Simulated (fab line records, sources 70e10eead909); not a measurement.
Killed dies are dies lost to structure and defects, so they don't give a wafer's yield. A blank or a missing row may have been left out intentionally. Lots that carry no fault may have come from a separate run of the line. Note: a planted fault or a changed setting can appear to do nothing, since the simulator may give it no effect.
Which tool did it? / flow nand_harc / Sampling: 12 lots, 36 wafers, 6 of 1302 route steps

== WHAT THE GAUGES SHOWED, per wafer ==
NHARC_A_SOURCE_PLATE_THK_MEAS_09: measures by ellipsometry.
lot=L909; measured=day 7 08:29; on=film_metro-01; thk_nm (nm)=10.2 9.5 9.0
lot=L908; measured=day 7 08:29; on=film_metro-02; thk_nm (nm)=9.4 10.1 9.6
lot=L917; measured=day 10 18:58; on=film_metro-02; thk_nm (nm)=9.9 8.9 11.0
lot=L921; measured=day 12 18:38; on=film_metro-01; thk_nm (nm)=10.1 9.0 9.8
lot=L923; measured=day 13 07:34; on=film_metro-02; thk_nm (nm)=9.5 11.5 8.9
lot=L924; measured=day 13 21:04; on=film_metro-02; thk_nm (nm)=10.8 10.4 9.3
lot=L925; measured=day 14 00:50; on=film_metro-02; thk_nm (nm)=9.2 10.0 10.5
lot=L927; measured=day 15 06:16; on=film_metro-01; thk_nm (nm)=9.3 8.8 11.8
lot=L928; measured=day 15 10:50; on=film_metro-01; thk_nm (nm)=11.2 9.8 10.0
lot=L929; measured=day 15 18:47; on=film_metro-02; thk_nm (nm)=9.7 8.6 9.9
lot=L930; measured=day 16 13:56; on=film_metro-01; thk_nm (nm)=9.0 11.2 9.4
lot=L931; measured=day 16 13:56; on=film_metro-02; thk_nm (nm)=8.1 9.3 8.6

NHARC_A_SOURCE_PLATE_INSPECT_08.
lot=L909; measured=day 7 21:02; on=defect_inspect-02; raw_defect_count=70 49 70
lot=L908; measured=day 7 21:02; on=defect_inspect-01; raw_defect_count=29 50 17
lot=L917; measured=day 11 07:58; on=defect_inspect-01; raw_defect_count=67 439 42
lot=L921; measured=day 13 11:13; on=defect_inspect-01; raw_defect_count=54 66 40
lot=L923; measured=day 13 21:13; on=defect_inspect-01; raw_defect_count=25 36 64
lot=L924; measured=day 14 10:36; on=defect_inspect-02; raw_defect_count=54 70 35
lot=L925; measured=day 14 13:50; on=defect_inspect-02; raw_defect_count=43 109 73
lot=L927; measured=day 15 21:40; on=defect_inspect-01; raw_defect_count=47 30 40
lot=L928; measured=day 15 21:40; on=defect_inspect-02; raw_defect_count=45 49 75
lot=L929; measured=day 16 07:54; on=defect_inspect-01; raw_defect_count=55 36 32
lot=L930; measured=day 17 02:59; on=defect_inspect-02; raw_defect_count=80 54 79
lot=L931; measured=day 17 02:59; on=defect_inspect-02; raw_defect_count=41 63 75

NHARC_END_SORT_01.
lot=L917; measured=day 28 07:32; on=prober-01; killed_at_array=47 100 40; killed_at_other=0 3 1; killed_at_periphery=7 13 5; killed_dies=54 116 46; killed_open=6 3 2; killed_short=4 4 2

== WHAT TOOL EACH LOT RAN ON (gives the tool, then ch and the chambers of the sampled wafers, and finally the start) ==
lot=L909; NHARC_A_ZERO_WELL_ETCH_19=rie_diel-08 ch 2,3, day 6 23:11; NHARC_A_ZERO_WELL_RTA_16=rtp_anneal-02 ch 0, day 7 00:14; NHARC_A_SOURCE_PLATE_PRECLEAN_00=wet_bench-05 ch 0,2,5, day 7 00:28
lot=L908; NHARC_A_ZERO_WELL_ETCH_19=rie_diel-08 ch 2,3, day 6 23:45; NHARC_A_ZERO_WELL_RTA_16=rtp_anneal-01 ch 0, day 7 00:50; NHARC_A_SOURCE_PLATE_PRECLEAN_00=wet_bench-03 ch 0,5,6, day 7 01:02
lot=L917; NHARC_A_ZERO_WELL_ETCH_19=rie_diel-07 ch 0,3, day 10 10:05; NHARC_A_ZERO_WELL_RTA_16=rtp_anneal-01 ch 0, day 10 11:08; NHARC_A_SOURCE_PLATE_PRECLEAN_00=wet_bench-05 ch 1,2,7, day 10 11:21
lot=L921; NHARC_A_ZERO_WELL_ETCH_19=rie_diel-08 ch 0,1,2, day 12 10:31; NHARC_A_ZERO_WELL_RTA_16=rtp_anneal-01 ch 0, day 12 11:38; NHARC_A_SOURCE_PLATE_PRECLEAN_00=wet_bench-03 ch 2,3,4, day 12 11:53
lot=L923; NHARC_A_ZERO_WELL_ETCH_19=rie_diel-08 ch 1,2, day 12 23:35; NHARC_A_ZERO_WELL_RTA_16=rtp_anneal-01 ch 0, day 13 00:40; NHARC_A_SOURCE_PLATE_PRECLEAN_00=wet_bench-09 ch 0,2,7, day 13 00:51
lot=L924; NHARC_A_ZERO_WELL_ETCH_19=rie_diel-08 ch 0,2, day 13 11:22; NHARC_A_ZERO_WELL_RTA_16=rtp_anneal-02 ch 0, day 13 12:24; NHARC_A_SOURCE_PLATE_PRECLEAN_00=wet_bench-05 ch 0,1,5, day 13 12:40
lot=L925; NHARC_A_ZERO_WELL_ETCH_19=rie_diel-08 ch 0,1, day 13 16:04; NHARC_A_ZERO_WELL_RTA_16=rtp_anneal-02 ch 0, day 13 17:08; NHARC_A_SOURCE_PLATE_PRECLEAN_00=wet_bench-09 ch 0,4,5, day 13 17:19
lot=L927; NHARC_A_ZERO_WELL_ETCH_19=rie_diel-08 ch 0,2,3, day 14 21:46; NHARC_A_ZERO_WELL_RTA_16=rtp_anneal-02 ch 0, day 14 23:22; NHARC_A_SOURCE_PLATE_PRECLEAN_00=wet_bench-09 ch 4,5,7, day 14 23:31
lot=L928; NHARC_A_ZERO_WELL_ETCH_19=rie_diel-08 ch 0,2,3, day 15 02:43; NHARC_A_ZERO_WELL_RTA_16=rtp_anneal-02 ch 0, day 15 03:47; NHARC_A_SOURCE_PLATE_PRECLEAN_00=wet_bench-09 ch 0,1,3, day 15 04:01
lot=L929; NHARC_A_ZERO_WELL_ETCH_19=rie_diel-07 ch 0,1, day 15 08:42; NHARC_A_ZERO_WELL_RTA_16=rtp_anneal-01 ch 0, day 15 09:43; NHARC_A_SOURCE_PLATE_PRECLEAN_00=wet_bench-09 ch 0,5,7, day 15 09:58
lot=L930; NHARC_A_ZERO_WELL_ETCH_19=rie_diel-08 ch 0,3, day 16 05:36; NHARC_A_ZERO_WELL_RTA_16=rtp_anneal-01 ch 0, day 16 06:59; NHARC_A_SOURCE_PLATE_PRECLEAN_00=wet_bench-03 ch 0,5,6, day 16 07:10
lot=L931; NHARC_A_ZERO_WELL_ETCH_19=rie_diel-07 ch 0,1,3, day 16 06:34; NHARC_A_ZERO_WELL_RTA_16=rtp_anneal-01 ch 0, day 16 07:44; NHARC_A_SOURCE_PLATE_PRECLEAN_00=wet_bench-05 ch 4,5,6, day 16 07:57
- NHARC_A_ZERO_WELL_ETCH_19: etches the open film in N2/H2, target depth 80 nm, overetch 24 nm, time 87.88 s.
- NHARC_A_ZERO_WELL_RTA_16: time 10 s.
- NHARC_A_SOURCE_PLATE_PRECLEAN_00: cleans in HF-LAST, time 60 s.

== AS READ BY THE TOOLS THEMSELVES (means over the sampled wafers that have a number; for cases with no such wafer, the mark the record gives instead) ==
NHARC_A_ZERO_WELL_ETCH_19.
lot=L909; tool=rie_diel-08; drypump_motor_current_A (A)=6.0; oes_product_au (a.u.)=1.002; rf_vpp_V (V)=431.3; showerhead_plenum_p_Torr (Torr)=2.08; throttle_valve_pct (%)=14.172
lot=L908; tool=rie_diel-08; drypump_motor_current_A (A)=5.9; oes_product_au (a.u.)=1.003; rf_vpp_V (V)=430.3; showerhead_plenum_p_Torr (Torr)=2.02; throttle_valve_pct (%)=14.167
lot=L917; tool=rie_diel-07; drypump_motor_current_A (A)=5.6; oes_product_au (a.u.)=0.996; rf_vpp_V (V)=428.0; showerhead_plenum_p_Torr (Torr)=1.94; throttle_valve_pct (%)=14.175
lot=L921; tool=rie_diel-08; drypump_motor_current_A (A)=5.7; oes_product_au (a.u.)=1.000; rf_vpp_V (V)=431.1; showerhead_plenum_p_Torr (Torr)=2.08; throttle_valve_pct (%)=14.168
lot=L923; tool=rie_diel-08; drypump_motor_current_A (A)=6.1; oes_product_au (a.u.)=0.990; rf_vpp_V (V)=429.6; showerhead_plenum_p_Torr (Torr)=2.00; throttle_valve_pct (%)=14.178
lot=L924; tool=rie_diel-08; drypump_motor_current_A (A)=5.2; oes_product_au (a.u.)=0.995; rf_vpp_V (V)=432.1; showerhead_plenum_p_Torr (Torr)=2.13; throttle_valve_pct (%)=14.165
lot=L925; tool=rie_diel-08; drypump_motor_current_A (A)=5.3; oes_product_au (a.u.)=0.995; rf_vpp_V (V)=434.4; showerhead_plenum_p_Torr (Torr)=2.16; throttle_valve_pct (%)=14.182
lot=L927; tool=rie_diel-08; drypump_motor_current_A (A)=5.6; oes_product_au (a.u.)=1.007; rf_vpp_V (V)=431.3; showerhead_plenum_p_Torr (Torr)=2.10; throttle_valve_pct (%)=14.181
lot=L928; tool=rie_diel-08; drypump_motor_current_A (A)=5.6; oes_product_au (a.u.)=1.007; rf_vpp_V (V)=432.8; showerhead_plenum_p_Torr (Torr)=2.10; throttle_valve_pct (%)=14.172
lot=L929; tool=rie_diel-07; drypump_motor_current_A (A)=5.6; oes_product_au (a.u.)=1.004; rf_vpp_V (V)=430.7; showerhead_plenum_p_Torr (Torr)=2.08; throttle_valve_pct (%)=14.173
lot=L930; tool=rie_diel-08; drypump_motor_current_A (A)=5.6; oes_product_au (a.u.)=0.997; rf_vpp_V (V)=433.0; showerhead_plenum_p_Torr (Torr)=2.16; throttle_valve_pct (%)=14.169
lot=L931; tool=rie_diel-07; drypump_motor_current_A (A)=5.6; oes_product_au (a.u.)=1.001; rf_vpp_V (V)=429.9; showerhead_plenum_p_Torr (Torr)=2.00; throttle_valve_pct (%)=14.166

NHARC_A_ZERO_WELL_RTA_16.
lot=L909; tool=rtp_anneal-02; lamp_power_pct (%)=25; lamp_zone_1_pct (%)=25; wafer_temp_C_max=1005.5
lot=L908; tool=rtp_anneal-01; lamp_power_pct (%)=31; lamp_zone_1_pct (%)=31; wafer_temp_C_max=1005.0
lot=L917; tool=rtp_anneal-01; lamp_power_pct (%)=31; lamp_zone_1_pct (%)=31; wafer_temp_C_max=1004.4
lot=L921; tool=rtp_anneal-01; lamp_power_pct (%)=31; lamp_zone_1_pct (%)=31; wafer_temp_C_max=1003.8
lot=L923; tool=rtp_anneal-01; lamp_power_pct (%)=31; lamp_zone_1_pct (%)=31; wafer_temp_C_max=1006.5
lot=L924; tool=rtp_anneal-02; lamp_power_pct (%)=25; lamp_zone_1_pct (%)=25; wafer_temp_C_max=1005.4
lot=L925; tool=rtp_anneal-02; lamp_power_pct (%)=25; lamp_zone_1_pct (%)=25; wafer_temp_C_max=1005.8
lot=L927; tool=rtp_anneal-02; lamp_power_pct (%)=25; lamp_zone_1_pct (%)=25; wafer_temp_C_max=1005.4
lot=L928; tool=rtp_anneal-02; lamp_power_pct (%)=25; lamp_zone_1_pct (%)=25; wafer_temp_C_max=1005.2
lot=L929; tool=rtp_anneal-01; lamp_power_pct (%)=31; lamp_zone_1_pct (%)=31; wafer_temp_C_max=1003.8
lot=L930; tool=rtp_anneal-01; lamp_power_pct (%)=31; lamp_zone_1_pct (%)=31; wafer_temp_C_max=1005.1
lot=L931; tool=rtp_anneal-01; lamp_power_pct (%)=31; lamp_zone_1_pct (%)=31; wafer_temp_C_max=1004.7

== THE ANSWER, worked out from the rows above alone ==
Rule: what is usual is taken from the lots themselves. Put in order of their means at a reading, lots are off if they are a third of the lots or fewer, leave a main group of 4 or more, and stand apart from it by a gap of 3 or more times the standard deviation of the main group's means; of several such gaps the widest counts. A main group whose means are all the same, to the digits that the tables above print for the reading, isn't used. A lot without any number at a reading at which 4 lots or more have one is off too. The other lots that the step has rows for count as sound. The gauges are gone through in route order, then the tools' own readings, and for those a lot's mean is taken as printed above. At the first step where some lot is off, the reading lying furthest off is the one used; lots without a number count as furthest.
Off: L917, at NHARC_A_SOURCE_PLATE_INSPECT_08 (raw_defect_count). The main group has a mean of 53 with a standard deviation of 13.
A tool fits if, at a process step before that reading, it ran every lot that is off, and no sound lot after the first of them. Those tools and the gauges at NHARC_A_SOURCE_PLATE_INSPECT_08 are tried in the same way. Not one of the candidates tried fits.

== WHAT THE SIMULATOR HAD PUT IN ==
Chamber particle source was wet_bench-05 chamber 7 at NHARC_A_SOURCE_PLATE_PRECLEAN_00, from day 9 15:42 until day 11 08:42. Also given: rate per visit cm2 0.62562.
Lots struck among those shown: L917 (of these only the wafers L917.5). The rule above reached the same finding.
